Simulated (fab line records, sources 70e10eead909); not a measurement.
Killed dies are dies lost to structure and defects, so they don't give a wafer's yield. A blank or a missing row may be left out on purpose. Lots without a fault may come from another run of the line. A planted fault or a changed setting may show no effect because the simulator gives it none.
fab line records | flow nand_harc | part 2 of 2: steps 5 to 6 of 6
record lots=23 wafers=69 last_day=24
route steps=1159 shown A_ONON_D1@446 A_CHANNEL_HOLE_D1@467 A_STAIRCASE@532
lots that met no fault: from a run of the same line without faults
start_h: hours from the record's first day to the start of the lot's first wafer shown | wait_h: hours since the lot's step before | " the same as in the row above | L1.1+2: a row that stands for several wafers | - no value, or no start given | * or withheld: withheld | < > ~ a bound
route shown NAME@n: a module of which the file shows steps, and the number in the route of the first | usual: mean/standard deviation of fault-free wafers | same: alike in all rows | chamber/n: place in a boat | sites: the reading at each site | _std_site: their standard deviation | _edge_site: outer sites' mean less inner sites' | radius_mm: how far each site lies from the wafer's centre | mask NAME#n: copy n | behind: the tool/chamber that last shaped the wafer | hold: why the lot was held/for how many hours/how that ended | device: the transistor (n, p or np) that didn't switch | end of line: the same wafers' tests at the end of the route | a step without rows: its recipe alone | killed: dies lost to structure and defects at the first sort, not the wafer's yield | map: a wafer's dies, x killed, . not, _ none there
set.NAME: the setting as run; set.NAME@STEP: as run at that earlier step | model.NAME: the simulator's own value behind a step, which no gauge read
steps of the route over a sample of lots; a table a step, a row a wafer
services: from which hour (start_h, from the record's first day; less than 0 if before it) a tool's chamber was out of use, for how many hours, and why
## steps
# step NHARC_A_STAIRCASE_ETCH_13
# recipe target_depth_a=1000 time_s=40.5 ion_energy_ev=400 c4f8_flow_sccm=20 o2_flow_sccm=10 ar_flow_sccm=withheld rf_w=600 bias_w=1000 chemistry=C4F8/O2
# usual oes_product_au=0.935/0.014 rf_vpp_V=898/5.5
# columns lot.wafer tool chamber start_h wait_h oes_product_au rf_hours_counter_h rf_vpp_V
L074.1 rie_diel-13 0 - - 0.914 47 886
L074.5 " 3 " " 0.912 - 894
L074.6 " 0 " " 0.912 - 886
L076.4 rie_diel-05 1 - - 0.928 26 906
L076.6 " 3 " " 0.936 - 892
L076.5 " 0 " " 0.957 - 896
L078.1 rie_diel-07 3 - - 0.956 3 898
L078.5 " 2 " " 0.975 - 896
L078.6 " 3 " " 0.951 - 898
L077.4 rie_diel-05 3 - - 0.940 24 893
L077.1 " 1 " " 0.946 29 906
L077.6 " 3 " " 0.953 - 896
L075.3 rie_diel-05 1 - - 0.920 29 906
L075.1 " 2 " " 0.935 29 898
L075.6 " 0 " " 0.932 - 894
L079.2 rie_diel-05 2 - - 0.928 37 899
L079.1 " 1 " " 0.916 37 905
L079.6 " 2 " " 0.938 - 899
L082.4 rie_diel-13 3 - - 0.953 0 893
L082.1 " 1 " " 0.936 0 887
L082.6 " 0 " " 0.933 - 905
L084.2 rie_diel-05 2 - - 0.964 46 898
L084.4 " 0 " " 0.935 40 895
L084.6 " 3 " " 0.940 - 894
L081.3 rie_diel-13 3 - - 0.946 2 893
L081.2 " 2 " " 0.932 2 904
L081.6 " 0 " " 0.942 - 906
L080.1 rie_diel-05 3 - - 0.952 40 893
L080.3 " 1 " " 0.916 45 904
L080.5 " 3 " " 0.953 - 891
L083.2 rie_diel-13 3 - - 0.907 6 893
L083.1 " 1 " " 0.924 6 889
L083.6 " 3 " " 0.916 - 894
L087.4 rie_diel-05 3 - - 0.934 49 894
L087.1 " 0 " " 0.950 50 894
L087.6 " 0 " " 0.953 - 894
L086.1 rie_diel-07 2 - - 0.963 26 895
L086.2 " 0 " " 0.938 24 905
L086.5 " 2 " " 0.959 - 896
L085.3 rie_diel-05 0 - - 0.913 51 894
L085.1 " 1 " " 0.929 56 904
L085.2 " 2 " " 0.932 59 898
L088.3 rie_diel-07 0 - - 0.934 26 907
L088.2 " 3 " " 0.937 25 896
L088.6 " 0 " " 0.934 - 907
L091.4 rie_diel-05 0 - - 0.917 56 893
L091.6 " 0 " " 0.912 - 894
L091.5 " 1 " " 0.925 - 906
L089.1 rie_diel-07 0 - - 0.901 31 906
L089.4 " 2 " " 0.945 34 893
L089.6 " 3 " " 0.938 - 895
L090.1 rie_diel-07 1 - - 0.911 34 898
L090.3 " 0 " " 0.911 31 904
L090.6 " 1 " " 0.907 - 899
L092.3 rie_diel-13 0 - - 0.945 21 905
L092.4 " 1 " " 0.946 21 888
L092.6 " 0 " " 0.944 - 907
L093.3 rie_diel-13 1 - - 0.937 21 888
L093.4 " 2 " " 0.920 21 904
L093.2 " 3 " " 0.940 21 893
L095.3 rie_diel-05 1 - - 0.936 1 905
L095.1 " 3 " " 0.934 1 893
L095.6 " 1 " " 0.936 - 905
L094.1 rie_diel-07 2 - - 0.943 45 895
L094.2 " 3 " " 0.921 43 896
L094.5 " 2 " " 0.939 - 894
L097.4 rie_diel-13 3 - - 0.925 34 894
L097.3 " 2 " " 0.934 34 904
L097.6 " 0 " " 0.936 - 906
# step NHARC_A_STAIRCASE_TRIM_16
# recipe time_s=211.2 o2_flow_sccm=500 ar_flow_sccm=0 bias_w=0 chemistry=O2
# usual drypump_motor_current_A=5.8/0.57 oes_product_au=0.996/0.011 rf_vpp_V=57.8/0.9 showerhead_plenum_p_Torr=3.58/0.15 throttle_valve_pct=17.038/0.0083
# columns lot.wafer tool chamber start_h wait_h drypump_motor_current_A oes_product_au rf_hours_counter_h rf_vpp_V showerhead_plenum_p_Torr throttle_valve_pct
L074.1 rie_diel-13 1 - - 5.9 1.014 47 56.0 3.34 17.030
L074.5 " 1 " " 6.0 1.013 - 56.2 3.34 17.045
L074.6 " 0 " " 6.3 0.993 - 56.9 3.26 17.041
L076.4 rie_diel-05 3 - - 6.3 0.990 21 57.3 3.46 17.043
L076.6 " 3 " " 6.3 0.986 - 57.3 3.46 17.049
L076.5 " 0 " " 6.3 0.994 - 57.3 3.48 17.048
L078.1 rie_diel-07 0 - - 5.1 0.979 3 58.2 3.81 17.031
L078.5 " 2 " " 6.6 1.004 - 56.3 3.49 17.030
L078.6 " 3 " " 5.1 1.001 - 58.7 3.57 17.047
L077.1 rie_diel-05 0 - - 6.3 1.000 27 58.7 3.48 17.021
L077.4 " 1 " " 5.3 0.984 29 58.7 3.79 17.028
L077.6 " 0 " " 6.3 1.000 - 57.6 3.48 17.038
L075.3 rie_diel-05 3 - - 6.3 0.998 24 58.4 3.46 17.039
L075.1 " 2 " " 6.3 0.998 29 56.1 3.62 17.044
L075.6 " 0 " " 6.3 1.003 - 57.1 3.48 17.044
L079.2 rie_diel-05 1 - - 5.3 0.987 37 58.4 3.79 17.030
L079.1 " 3 " " 6.4 0.995 29 57.7 3.46 17.037
L079.6 " 1 " " 5.3 0.990 - 60.1 3.79 17.029
L082.4 rie_diel-13 3 - - 5.2 0.990 0 59.0 3.48 17.038
L082.1 " 2 " " 5.8 0.972 0 57.9 3.77 17.034
L082.6 " 3 " " 5.2 0.993 - 57.3 3.48 17.054
L084.4 rie_diel-05 0 - - 6.3 0.994 40 59.4 3.48 17.045
L084.2 " 2 " " 6.3 1.009 46 57.1 3.60 17.059
L084.6 " 1 " " 5.3 0.983 - 57.9 3.78 17.034
L081.2 rie_diel-13 0 - - 6.3 0.996 2 59.2 3.81 17.052
L081.3 " 1 " " 6.0 0.994 2 57.1 3.33 17.030
L081.6 " 3 " " 5.2 0.995 - 58.6 3.48 17.025
L080.1 rie_diel-05 2 - - 6.3 0.998 47 57.6 3.60 17.039
L080.3 " 3 " " 6.3 1.000 40 57.7 3.45 17.050
L080.5 " 3 " " 6.3 1.006 - 56.9 3.45 17.035
L083.2 rie_diel-13 1 - - 6.0 1.002 6 56.3 3.33 17.040
L083.1 " 2 " " 5.8 0.982 7 58.0 3.77 17.028
L083.6 " 3 " " 5.2 0.985 - 59.0 3.48 17.064
L087.1 rie_diel-05 3 - - 6.3 0.995 49 57.0 3.45 17.039
L087.4 " 1 " " 5.3 1.008 55 58.5 3.78 17.035
L087.6 " 3 " " 6.3 1.000 - 57.9 3.45 17.042
L086.1 rie_diel-07 0 - - 5.1 0.996 24 58.4 3.79 17.030
L086.2 " 1 " " 4.9 0.994 26 58.8 3.59 17.042
L086.5 " 2 " " 6.6 1.012 - 56.6 3.48 17.043
L088.3 rie_diel-07 1 - - 4.9 0.977 30 56.9 3.59 17.044
L088.2 " 0 " " 5.1 0.995 27 56.8 3.79 17.036
L088.6 " 2 " " 6.6 1.007 - 58.6 3.48 17.034
L085.1 rie_diel-07 2 321.51 - 6.6 1.016 30 58.0 3.48 17.046
L085.3 " 0 " " 5.1 0.985 27 58.2 3.79 17.040
L085.2 " 1 " " 4.9 0.970 30 57.3 3.59 17.052
L091.4 rie_diel-05 0 - - 6.3 0.995 56 56.2 3.47 17.044
L091.6 " 2 " " 6.3 0.995 - 57.6 3.60 17.036
L091.5 " 3 " " 6.3 0.991 - 56.2 3.44 17.032
L089.4 rie_diel-07 0 - - 5.1 0.989 31 57.7 3.79 17.042
L089.1 " 1 " " 4.9 0.970 34 58.2 3.59 17.045
L089.6 " 1 " " 4.9 0.977 - 58.2 3.59 17.033
L090.1 rie_diel-07 1 - - 4.9 0.979 35 58.1 3.59 17.035
L090.3 " 2 " " 6.6 1.011 34 57.0 3.47 17.046
L090.6 " 1 " " 4.9 0.966 - 58.3 3.59 17.035
L092.3 rie_diel-13 0 - - 6.3 0.991 21 59.5 3.80 17.046
L092.4 " 2 " " 5.9 1.001 21 58.6 3.76 17.042
L092.6 " 0 " " 6.3 0.999 - 58.7 3.80 17.037
L093.3 rie_diel-13 1 - - 6.0 1.000 22 56.3 3.32 17.035
L093.2 " 2 " " 5.8 0.996 21 59.1 3.76 17.045
L093.4 " 3 " " 5.2 0.996 21 57.8 3.47 17.025
L095.1 rie_diel-05 2 - - 6.3 0.999 1 58.2 3.59 17.043
L095.3 " 0 " " 6.3 0.984 1 58.5 3.46 17.046
L095.6 " 1 " " 5.3 0.980 - 58.5 3.77 17.048
L094.1 rie_diel-07 1 - - 4.9 1.001 46 58.4 3.58 17.028
L094.2 " 2 " " 6.6 1.007 45 57.1 3.47 17.036
L094.5 " 0 " " 5.1 0.986 - 58.1 3.78 17.040
L097.4 rie_diel-13 1 - - 6.0 0.999 34 57.3 3.31 17.025
L097.3 " 3 " " 5.2 0.996 34 57.1 3.46 17.035
L097.6 " 2 " " 5.9 0.994 - 59.3 3.75 17.059
## services
# columns tool chamber start_h hours kind
rie_diel-08 1 142.55 12.7 repair
rie_diel-10 2 150.35 82.1 repair
rie_diel-02 - 151.14 9.0 pm
pecvd-02 - 153.67 13.0 pm
pecvd-01 0 162.30 10.5 repair
rie_diel-05 - 163.62 9.0 pm
pecvd-02 - 168.86 2.6 repair
rie_diel-05 0 172.99 1.4 repair
rie_diel-10 - 176.50 9.0 pm
pecvd-04 0 186.26 3.5 repair
rie_diel-05 0 189.75 3.0 repair
pecvd-04 - 195.37 13.0 pm
rie_diel-05 3 204.70 9.8 repair
rie_diel-08 - 223.26 0.2 repair
rie_diel-07 - 229.31 9.0 pm
rie_diel-13 3 232.11 3.8 repair
rie_diel-13 - 276.08 9.0 pm
rie_diel-08 - 301.80 9.0 pm
rie_diel-05 - 321.33 2.1 repair
pecvd-02 - 334.67 13.0 pm
rie_diel-05 0 337.34 6.3 repair
rie_diel-05 - 340.62 9.0 pm
rie_diel-08 1 374.74 5.0 repair
pecvd-04 - 376.37 13.0 pm
